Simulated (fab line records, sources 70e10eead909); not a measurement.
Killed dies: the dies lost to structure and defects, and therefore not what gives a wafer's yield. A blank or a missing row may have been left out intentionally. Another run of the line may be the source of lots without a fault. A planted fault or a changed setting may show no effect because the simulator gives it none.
Which of the tools did it? || flow nand harc || 14 lots with 42 wafers sampled at 4 steps, on a route of 1159 steps

## WHAT THE GAUGES SHOWED, per wafer
The record holds no reading of a measuring or inspecting step that can be judged against a usual standard deviation.

## WHICH TOOL RAN EACH LOT (tool, then ch and the chambers of the sampled wafers, then the start)
{"lot": "L858", "NHARC_A_STAIRCASE_ALD_420": "ald hk-04 ch 0,1,2, day 12 06:34", "NHARC_A_STAIRCASE_DEP_322": "pecvd-01 ch 0,2, day 12 22:43", "NHARC_A_STAIRCASE_CMP_450": "cmp-03 ch 0,1, day 13 17:01", "NHARC_A_SGD_CUT_ETCH_58": "rie diel-01 ch 2,3, day 13 19:52"}
{"lot": "L859", "NHARC_A_STAIRCASE_ALD_420": "ald hk-01 ch 0,1,3, day 12 17:23", "NHARC_A_STAIRCASE_DEP_322": "pecvd-01 ch 1,2, day 13 08:46", "NHARC_A_STAIRCASE_CMP_450": "cmp-03 ch 0,1,2, day 14 06:03", "NHARC_A_SGD_CUT_ETCH_58": "rie diel-04 ch 0,1,3, day 14 08:46"}
{"lot": "L861", "NHARC_A_STAIRCASE_ALD_420": "ald hk-02 ch 0,3, day 13 16:16", "NHARC_A_STAIRCASE_DEP_322": "pecvd-01 ch 1,2, day 14 08:49", "NHARC_A_STAIRCASE_CMP_450": "cmp-04 ch 0,3, day 15 11:19", "NHARC_A_SGD_CUT_ETCH_58": "rie diel-04 ch 0,1,2, day 15 14:03"}
{"lot": "L864", "NHARC_A_STAIRCASE_ALD_420": "ald hk-02 ch 2,3, day 14 16:18", "NHARC_A_STAIRCASE_DEP_322": "pecvd-01 ch 1,2, day 15 08:34", "NHARC_A_STAIRCASE_CMP_450": "cmp-03 ch 1,2, day 16 04:49", "NHARC_A_SGD_CUT_ETCH_58": "rie diel-04 ch 1,2,3, day 16 07:40"}
{"lot": "L867", "NHARC_A_STAIRCASE_ALD_420": "ald hk-01 ch 0,1,2, day 14 20:06", "NHARC_A_STAIRCASE_DEP_322": "pecvd-01 ch 0,1, day 15 15:08", "NHARC_A_STAIRCASE_CMP_450": "cmp-03 ch 0,3, day 16 10:21", "NHARC_A_SGD_CUT_ETCH_58": "rie diel-04 ch 0,1,3, day 16 13:27"}
{"lot": "L868", "NHARC_A_STAIRCASE_ALD_420": "ald hk-04 ch 0,2,3, day 16 04:55", "NHARC_A_STAIRCASE_DEP_322": "pecvd-03 ch 0,1, day 16 20:56", "NHARC_A_STAIRCASE_CMP_450": "cmp-03 ch 2,3, day 17 18:17", "NHARC_A_SGD_CUT_ETCH_58": "rie diel-02 ch 0,2,3, day 17 21:13"}
{"lot": "L872", "NHARC_A_STAIRCASE_ALD_420": "ald hk-02 ch 0,1,3, day 16 16:23", "NHARC_A_STAIRCASE_DEP_322": "pecvd-01 ch 0,2, day 17 07:49", "NHARC_A_STAIRCASE_CMP_450": "cmp-04 ch 0,1,3, day 18 02:38", "NHARC_A_SGD_CUT_ETCH_58": "rie diel-01 ch 1,2,3, day 18 05:32"}
{"lot": "L875", "NHARC_A_STAIRCASE_ALD_420": "ald hk-01 ch 0,2,3, day 16 20:01", "NHARC_A_STAIRCASE_DEP_322": "pecvd-01 ch 0,1,2, day 17 11:29", "NHARC_A_STAIRCASE_CMP_450": "cmp-01 ch 0,2,3, day 18 02:45", "NHARC_A_SGD_CUT_ETCH_58": "rie diel-04 ch 0,2,3, day 18 05:46"}
{"lot": "L873", "NHARC_A_STAIRCASE_ALD_420": "ald hk-02 ch 0,1,2, day 17 00:19", "NHARC_A_STAIRCASE_DEP_322": "pecvd-04 ch 0,2, day 17 17:20", "NHARC_A_STAIRCASE_CMP_450": "cmp-04 ch 0,1,3, day 18 14:44", "NHARC_A_SGD_CUT_ETCH_58": "rie diel-02 ch 0,2,3, day 18 17:48"}
{"lot": "L876", "NHARC_A_STAIRCASE_ALD_420": "ald hk-02 ch 0,1,2, day 17 12:33", "NHARC_A_STAIRCASE_DEP_322": "pecvd-01 ch 0, day 18 04:14", "NHARC_A_STAIRCASE_CMP_450": "cmp-01 ch 1,2,3, day 19 01:00", "NHARC_A_SGD_CUT_ETCH_58": "rie diel-01 ch 0,1,2, day 19 04:10"}
{"lot": "L879", "NHARC_A_STAIRCASE_ALD_420": "ald hk-04 ch 1,3, day 18 01:08", "NHARC_A_STAIRCASE_DEP_322": "pecvd-03 ch 0,1,2, day 18 18:47", "NHARC_A_STAIRCASE_CMP_450": "cmp-04 ch 2,3, day 19 13:14", "NHARC_A_SGD_CUT_ETCH_58": "rie diel-01 ch 1,2,3, day 19 16:23"}
{"lot": "L877", "NHARC_A_STAIRCASE_ALD_420": "ald hk-04 ch 0,1,3, day 18 03:06", "NHARC_A_STAIRCASE_DEP_322": "pecvd-04 ch 0,1,2, day 18 18:29", "NHARC_A_STAIRCASE_CMP_450": "cmp-03 ch 1,2,3, day 19 13:32", "NHARC_A_SGD_CUT_ETCH_58": "rie diel-02 ch 0,2,3, day 19 16:30"}
{"lot": "L880", "NHARC_A_STAIRCASE_ALD_420": "ald hk-04 ch 0,1,3, day 18 09:56", "NHARC_A_STAIRCASE_DEP_322": "pecvd-01 ch 0,2, day 19 03:16", "NHARC_A_STAIRCASE_CMP_450": "cmp-01 ch 0,1,2, day 20 01:25", "NHARC_A_SGD_CUT_ETCH_58": "rie diel-04 ch 0,2,3, day 20 04:22"}
{"lot": "L881", "NHARC_A_STAIRCASE_ALD_420": "ald hk-02 ch 2,3, day 18 15:00", "NHARC_A_STAIRCASE_DEP_322": "pecvd-01 ch 0,1, day 19 06:21", "NHARC_A_STAIRCASE_CMP_450": "cmp-04 ch 1,3, day 20 00:52", "NHARC_A_SGD_CUT_ETCH_58": "rie diel-01 ch 0,1,3, day 20 03:45"}
- NHARC_A_STAIRCASE_ALD_420: deposits SiO2, target thk 20 nm, pulse time 6 s, ald cycles 200.
- NHARC_A_STAIRCASE_DEP_322: deposits SiO2, target thk 3800 nm.
- NHARC_A_STAIRCASE_CMP_450: polishes SiO2, target thk 200 nm.
- NHARC_A_SGD_CUT_ETCH_58: etches the open film in CF4, target depth 39 nm, time 65 s.

## WHAT THE TOOLS THEMSELVES READ (means of the sampled wafers that have a number; where no wafer has one, the mark that the record gives instead)
NHARC_A_STAIRCASE_ALD_420. Usual: heater power w 475 W, standard deviation 49; precursor pulse height rel 1.003, standard deviation 0.02.
{"lot": "L858", "tool": "ald hk-04", "heater power w (W)": 512, "precursor pulse height rel": 0.992, "flag": ""}
{"lot": "L859", "tool": "ald hk-01", "heater power w (W)": 412, "precursor pulse height rel": 1.018, "flag": ""}
{"lot": "L861", "tool": "ald hk-02", "heater power w (W)": 487, "precursor pulse height rel": 0.988, "flag": ""}
{"lot": "L864", "tool": "ald hk-02", "heater power w (W)": 463, "precursor pulse height rel": 1.013, "flag": ""}
{"lot": "L867", "tool": "ald hk-01", "heater power w (W)": 417, "precursor pulse height rel": 1.003, "flag": ""}
{"lot": "L868", "tool": "ald hk-04", "heater power w (W)": 482, "precursor pulse height rel": 0.988, "flag": ""}
{"lot": "L872", "tool": "ald hk-02", "heater power w (W)": 482, "precursor pulse height rel": 1.000, "flag": ""}
{"lot": "L875", "tool": "ald hk-01", "heater power w (W)": 450, "precursor pulse height rel": 1.018, "flag": ""}
{"lot": "L873", "tool": "ald hk-02", "heater power w (W)": 509, "precursor pulse height rel": 1.008, "flag": ""}
{"lot": "L876", "tool": "ald hk-02", "heater power w (W)": 504, "precursor pulse height rel": 1.012, "flag": ""}
{"lot": "L879", "tool": "ald hk-04", "heater power w (W)": 475, "precursor pulse height rel": 0.990, "flag": ""}
{"lot": "L877", "tool": "ald hk-04", "heater power w (W)": 458, "precursor pulse height rel": 1.016, "flag": ""}
{"lot": "L880", "tool": "ald hk-04", "heater power w (W)": 469, "precursor pulse height rel": 1.010, "flag": ""}
{"lot": "L881", "tool": "ald hk-02", "heater power w (W)": 473, "precursor pulse height rel": 1.000, "flag": ""}

NHARC_A_STAIRCASE_DEP_322. Usual: heater power w reads 681 W (standard deviation 110).
{"lot": "L858", "tool": "pecvd-01", "heater power w (W)": 748, "flag": ""}
{"lot": "L859", "tool": "pecvd-01", "heater power w (W)": 698, "flag": ""}
{"lot": "L861", "tool": "pecvd-01", "heater power w (W)": 717, "flag": ""}
{"lot": "L864", "tool": "pecvd-01", "heater power w (W)": 682, "flag": ""}
{"lot": "L867", "tool": "pecvd-01", "heater power w (W)": 684, "flag": ""}
{"lot": "L868", "tool": "pecvd-03", "heater power w (W)": 588, "flag": ""}
{"lot": "L872", "tool": "pecvd-01", "heater power w (W)": 742, "flag": ""}
{"lot": "L875", "tool": "pecvd-01", "heater power w (W)": 713, "flag": ""}
{"lot": "L873", "tool": "pecvd-04", "heater power w (W)": 601, "flag": ""}
{"lot": "L876", "tool": "pecvd-01", "heater power w (W)": 743, "flag": ""}
{"lot": "L879", "tool": "pecvd-03", "heater power w (W)": 649, "flag": ""}
{"lot": "L877", "tool": "pecvd-04", "heater power w (W)": 618, "flag": ""}
{"lot": "L880", "tool": "pecvd-01", "heater power w (W)": 779, "flag": ""}
{"lot": "L881", "tool": "pecvd-01", "heater power w (W)": 764, "flag": ""}

NHARC_A_STAIRCASE_CMP_450. Usual: edge zone pressure frac 0.999, standard deviation 0.0056; motor current A 11.7 A, standard deviation 1.2; slurry filter dp kPa 13.49 kPa, standard deviation 0.14.
{"lot": "L858", "tool": "cmp-03", "edge zone pressure frac": 0.998, "motor current A (A)": 10.1, "slurry filter dp kPa (kPa)": 13.52, "flag": ""}
{"lot": "L859", "tool": "cmp-03", "edge zone pressure frac": 1.001, "motor current A (A)": 10.7, "slurry filter dp kPa (kPa)": 13.55, "flag": ""}
{"lot": "L861", "tool": "cmp-04", "edge zone pressure frac": 1.000, "motor current A (A)": 13.3, "slurry filter dp kPa (kPa)": 13.74, "flag": ""}
{"lot": "L864", "tool": "cmp-03", "edge zone pressure frac": 1.007, "motor current A (A)": 10.8, "slurry filter dp kPa (kPa)": 13.47, "flag": ""}
{"lot": "L867", "tool": "cmp-03", "edge zone pressure frac": 0.997, "motor current A (A)": 10.2, "slurry filter dp kPa (kPa)": 13.47, "flag": ""}
{"lot": "L868", "tool": "cmp-03", "edge zone pressure frac": 1.004, "motor current A (A)": 11.6, "slurry filter dp kPa (kPa)": 13.56, "flag": ""}
{"lot": "L872", "tool": "cmp-04", "edge zone pressure frac": 1.005, "motor current A (A)": 12.3, "slurry filter dp kPa (kPa)": 13.45, "flag": ""}
{"lot": "L875", "tool": "cmp-01", "edge zone pressure frac": 1.000, "motor current A (A)": 12.7, "slurry filter dp kPa (kPa)": 13.41, "flag": ""}
{"lot": "L873", "tool": "cmp-04", "edge zone pressure frac": 0.996, "motor current A (A)": 12.4, "slurry filter dp kPa (kPa)": 13.45, "flag": ""}
{"lot": "L876", "tool": "cmp-01", "edge zone pressure frac": 1.000, "motor current A (A)": 12.4, "slurry filter dp kPa (kPa)": 13.53, "flag": ""}
{"lot": "L879", "tool": "cmp-04", "edge zone pressure frac": 0.997, "motor current A (A)": 13.0, "slurry filter dp kPa (kPa)": 13.56, "flag": ""}
{"lot": "L877", "tool": "cmp-03", "edge zone pressure frac": 0.997, "motor current A (A)": 11.2, "slurry filter dp kPa (kPa)": 13.43, "flag": ""}
{"lot": "L880", "tool": "cmp-01", "edge zone pressure frac": 1.001, "motor current A (A)": 13.0, "slurry filter dp kPa (kPa)": 13.52, "flag": ""}
{"lot": "L881", "tool": "cmp-04", "edge zone pressure frac": 0.994, "motor current A (A)": 12.3, "slurry filter dp kPa (kPa)": 13.52, "flag": ""}

NHARC_A_SGD_CUT_ETCH_58. Usual: bias w 100.01 W, standard deviation 0.29; cf4 flow sccm 150.0 sccm, standard deviation 0.44; chamber pressure mTorr 50.00 mTorr, standard deviation 0.045; drypump motor current A 5.7 A, standard deviation 0.4; oes product au 1.006 a.u., standard deviation 0.0093; rf vpp V 151.6 V, standard deviation 1.2; showerhead plenum p Torr 1.78 Torr, standard deviation 0.076; throttle valve pct 13.285 %, standard deviation 0.0088.
{"lot": "L858", "tool": "rie diel-01", "bias w (W)": 100.02, "cf4 flow sccm (sccm)": 149.8, "chamber pressure mTorr (mTorr)": 50.02, "drypump motor current A (A)": 5.2, "oes product au (a.u.)": 0.997, "rf vpp V (V)": 151.6, "showerhead plenum p Torr (Torr)": 1.76, "throttle valve pct (%)": 13.288, "flag": ""}
{"lot": "L859", "tool": "rie diel-04", "bias w (W)": 100.15, "cf4 flow sccm (sccm)": 149.9, "chamber pressure mTorr (mTorr)": 49.99, "drypump motor current A (A)": 5.7, "oes product au (a.u.)": 1.003, "rf vpp V (V)": 152.9, "showerhead plenum p Torr (Torr)": 1.83, "throttle valve pct (%)": 13.281, "flag": ""}
{"lot": "L861", "tool": "rie diel-04", "bias w (W)": 99.55, "cf4 flow sccm (sccm)": 150.3, "chamber pressure mTorr (mTorr)": 49.98, "drypump motor current A (A)": 5.6, "oes product au (a.u.)": 1.007, "rf vpp V (V)": 152.1, "showerhead plenum p Torr (Torr)": 1.88, "throttle valve pct (%)": 13.294, "flag": ""}
{"lot": "L864", "tool": "rie diel-04", "bias w (W)": 100.04, "cf4 flow sccm (sccm)": 149.9, "chamber pressure mTorr (mTorr)": 49.97, "drypump motor current A (A)": 5.7, "oes product au (a.u.)": 0.997, "rf vpp V (V)": 151.8, "showerhead plenum p Torr (Torr)": 1.83, "throttle valve pct (%)": 13.283, "flag": ""}
{"lot": "L867", "tool": "rie diel-04", "bias w (W)": "-", "cf4 flow sccm (sccm)": "-", "chamber pressure mTorr (mTorr)": "-", "drypump motor current A (A)": "-", "oes product au (a.u.)": "-", "rf vpp V (V)": "-", "showerhead plenum p Torr (Torr)": "-", "throttle valve pct (%)": "-", "flag": "OFF"}
{"lot": "L868", "tool": "rie diel-02", "bias w (W)": "-", "cf4 flow sccm (sccm)": "-", "chamber pressure mTorr (mTorr)": "-", "drypump motor current A (A)": "-", "oes product au (a.u.)": "-", "rf vpp V (V)": "-", "showerhead plenum p Torr (Torr)": "-", "throttle valve pct (%)": "-", "flag": "OFF"}
{"lot": "L872", "tool": "rie diel-01", "bias w (W)": 99.76, "cf4 flow sccm (sccm)": 150.1, "chamber pressure mTorr (mTorr)": 50.01, "drypump motor current A (A)": 5.4, "oes product au (a.u.)": 1.012, "rf vpp V (V)": 151.1, "showerhead plenum p Torr (Torr)": 1.76, "throttle valve pct (%)": 13.285, "flag": ""}
{"lot": "L875", "tool": "rie diel-04", "bias w (W)": 100.05, "cf4 flow sccm (sccm)": 149.8, "chamber pressure mTorr (mTorr)": 49.98, "drypump motor current A (A)": 5.9, "oes product au (a.u.)": 1.004, "rf vpp V (V)": 152.1, "showerhead plenum p Torr (Torr)": 1.84, "throttle valve pct (%)": 13.289, "flag": ""}
{"lot": "L873", "tool": "rie diel-02", "bias w (W)": 99.82, "cf4 flow sccm (sccm)": 149.8, "chamber pressure mTorr (mTorr)": 49.98, "drypump motor current A (A)": 5.7, "oes product au (a.u.)": 1.000, "rf vpp V (V)": 151.1, "showerhead plenum p Torr (Torr)": 1.73, "throttle valve pct (%)": 13.277, "flag": ""}
{"lot": "L876", "tool": "rie diel-01", "bias w (W)": 100.10, "cf4 flow sccm (sccm)": 150.1, "chamber pressure mTorr (mTorr)": 50.00, "drypump motor current A (A)": 5.7, "oes product au (a.u.)": 1.011, "rf vpp V (V)": 151.2, "showerhead plenum p Torr (Torr)": 1.79, "throttle valve pct (%)": 13.276, "flag": ""}
{"lot": "L879", "tool": "rie diel-01", "bias w (W)": 99.88, "cf4 flow sccm (sccm)": 150.0, "chamber pressure mTorr (mTorr)": 50.00, "drypump motor current A (A)": 5.4, "oes product au (a.u.)": 1.009, "rf vpp V (V)": 151.6, "showerhead plenum p Torr (Torr)": 1.75, "throttle valve pct (%)": 13.280, "flag": ""}
{"lot": "L877", "tool": "rie diel-02", "bias w (W)": 99.86, "cf4 flow sccm (sccm)": 149.6, "chamber pressure mTorr (mTorr)": 50.02, "drypump motor current A (A)": 5.6, "oes product au (a.u.)": 1.008, "rf vpp V (V)": 151.1, "showerhead plenum p Torr (Torr)": 1.73, "throttle valve pct (%)": 13.284, "flag": ""}
{"lot": "L880", "tool": "rie diel-04", "bias w (W)": 100.25, "cf4 flow sccm (sccm)": 149.5, "chamber pressure mTorr (mTorr)": 50.00, "drypump motor current A (A)": 5.9, "oes product au (a.u.)": 1.005, "rf vpp V (V)": 152.0, "showerhead plenum p Torr (Torr)": 1.84, "throttle valve pct (%)": 13.282, "flag": ""}
{"lot": "L881", "tool": "rie diel-01", "bias w (W)": 100.08, "cf4 flow sccm (sccm)": 150.2, "chamber pressure mTorr (mTorr)": 50.04, "drypump motor current A (A)": 5.8, "oes product au (a.u.)": 1.015, "rf vpp V (V)": 151.5, "showerhead plenum p Torr (Torr)": 1.75, "throttle valve pct (%)": 13.277, "flag": ""}

## THE ANSWER, worked out from the rows above alone
Rule: lot off if the mean of its wafers having a number is beyond 3 standard deviations from the usual mean. A lot without any number at a reading at which 4 lots or more have one is off too. Any other lot the step has rows for is counted as sound. Order of review: gauges by route order, followed by the tools' own readings, for which a lot's mean as printed above is used. The first step at which some lot is off is used, and at that step the reading that is off furthest; a lot without a number counts as furthest.
Off at NHARC_A_SGD_CUT_ETCH_58 (bias w): L867, L868. Without a number there: L867, L868.
If a tool, at that step or one of the process steps before it, ran each lot that is off and ran no sound lot following the first of them, it fits. None of those tried fits.

## WHAT THE SIMULATOR HAD INSERTED
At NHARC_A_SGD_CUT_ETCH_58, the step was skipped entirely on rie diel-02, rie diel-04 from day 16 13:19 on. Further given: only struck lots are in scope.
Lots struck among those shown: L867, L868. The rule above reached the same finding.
